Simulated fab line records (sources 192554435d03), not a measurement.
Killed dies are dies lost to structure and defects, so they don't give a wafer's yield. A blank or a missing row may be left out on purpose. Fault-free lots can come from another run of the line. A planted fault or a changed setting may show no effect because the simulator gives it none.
A struck lot beside a sound one    flow n5 finfet    15 steps out of a route of 1938
Sound: wafers L215.2, L215.4, L215.5. Struck: wafers L231.1, L231.2, L231.3. Last of all comes the cause.
For every step that has rows: the tool of each side, followed by ch and its chambers, followed by its first start. Under that, the readings that differ: sound wafers    struck wafers    difference of the means    sigmas: that difference in standard deviations of wafers without a fault.
alike: a reading whose means differ by less than 2 such deviations, as well as words and numbers matching on both sides. not compared: withheld readings; readings where some wafer has no value; bounds like >300 that might hide an equal value; numbers whose values overlap and for which the record gives no deviation.
A row with sigmas, a row that says differs or no value, or rows on one side alone: a step with any of these is where the two part. Numbers that have no deviation but don't overlap get no sigmas and don't part them. A reading missing from all wafers of one side parts the sides only when that side holds two or more wafers.

first, 8 steps without rows for these wafers: N5_BEOL_M2_COAT_68 (time 60 s, resist thk 12 nm); N5_BEOL_M2_COAT_76 (time 60 s, resist thk 5 nm); N5_BEOL_M2_COAT_22 (resist thk 30 nm); N5_BEOL_M2_EBR_24; N5_BEOL_M2_SOFTBAKE_23 (time 60 s); N5_BEOL_M2_EXPOSE_25 (exposes mask V1, defocus 5 nm); N5_BEOL_M2_PEB_26 (peb time 60 s); N5_BEOL_M2_DEVELOP_27 (develop time 30 s).
N5_BEOL_M2_CD_MEAS_28: target cd 26.2 nm, target cd y 24.1 nm.
  sound on cd sem-02 ch 0, day 6 12:56; struck on cd sem-01 ch 0, day 10 10:59
  alike: cd nm
N5_BEOL_M2_OVL_MEAS_29:
  sound on overlay-02 ch 0, day 6 12:58; struck on overlay-02 ch 0, day 10 11:01
reading      sound        struck          difference  sigmas
V1_OVL (nm)  2.3 1.8 0.6  -0.5 -1.1 -1.6  -2.6        -3
N5_BEOL_M2_INSPECT_30: inspects for defects (brightfield).
  sound on defect inspect-02 at day 6 13:01; struck on defect inspect-01 at day 10 11:04
  alike: raw defect count
N5_BEOL_M2_DESCUM_33: chemistry O2, time 7 s.
  sound on rie diel-04 ch 1,3, day 6 13:03; struck on rie diel-04 ch 1,2,3, day 10 11:06
  alike: bias power w, drypump motor current A, oes product au, rf vpp V, showerhead plenum p Torr, throttle valve pct
  not compared: rf hours counter h
N5_BEOL_M2_ETCH_77: etches underlayer in N2/H2, target depth 6.5 nm, time 5.2 s.
  sound on rie diel-04 ch 1,3, day 6 13:05; struck on rie diel-04 ch 1,2,3, day 10 11:08
reading                sound           struck          difference  sigmas
etch rf on time s (s)  4.96 5.17 5.21  3.44 3.06 3.28  -1.85       -10
oes product au (a.u.)  0.69 0.65 0.65  0.76 0.89 0.83  +0.16       +3
  alike: drypump motor current A, rf vpp V, showerhead plenum p Torr, throttle valve pct
  not compared: rf hours counter h
N5_BEOL_M2_ETCH_69: etches SiARC in CF4, target depth 15.6 nm, time 26 s.
  sound on rie diel-04 ch 1,3, day 6 13:06; struck on rie diel-04 ch 1,2,3, day 10 11:09
  alike: cf4 flow sccm, drypump motor current A, etch rf on time s, oes product au, rf vpp V, showerhead plenum p Torr, throttle valve pct
  not compared: rf hours counter h
N5_BEOL_M4_RC_MEAS_101:
  sound on prober-02 ch 0, day 7 19:53; struck on prober-02 ch 0, day 12 04:39
  alike: DIBL_N, DIBL_P, IOFF_N, IOFF_P, ION_N, ION_P, SS_N, SS_P, VT_N, VT_P

## WHERE THEY PART
At N5_BEOL_M2_OVL_MEAS_29 first; at N5_BEOL_M2_ETCH_77 last (within this record only). Later steps at which nothing parts them and some readings are alike: N5_BEOL_M2_ETCH_69, N5_BEOL_M4_RC_MEAS_101.

WHY: whatever the simulator had introduced
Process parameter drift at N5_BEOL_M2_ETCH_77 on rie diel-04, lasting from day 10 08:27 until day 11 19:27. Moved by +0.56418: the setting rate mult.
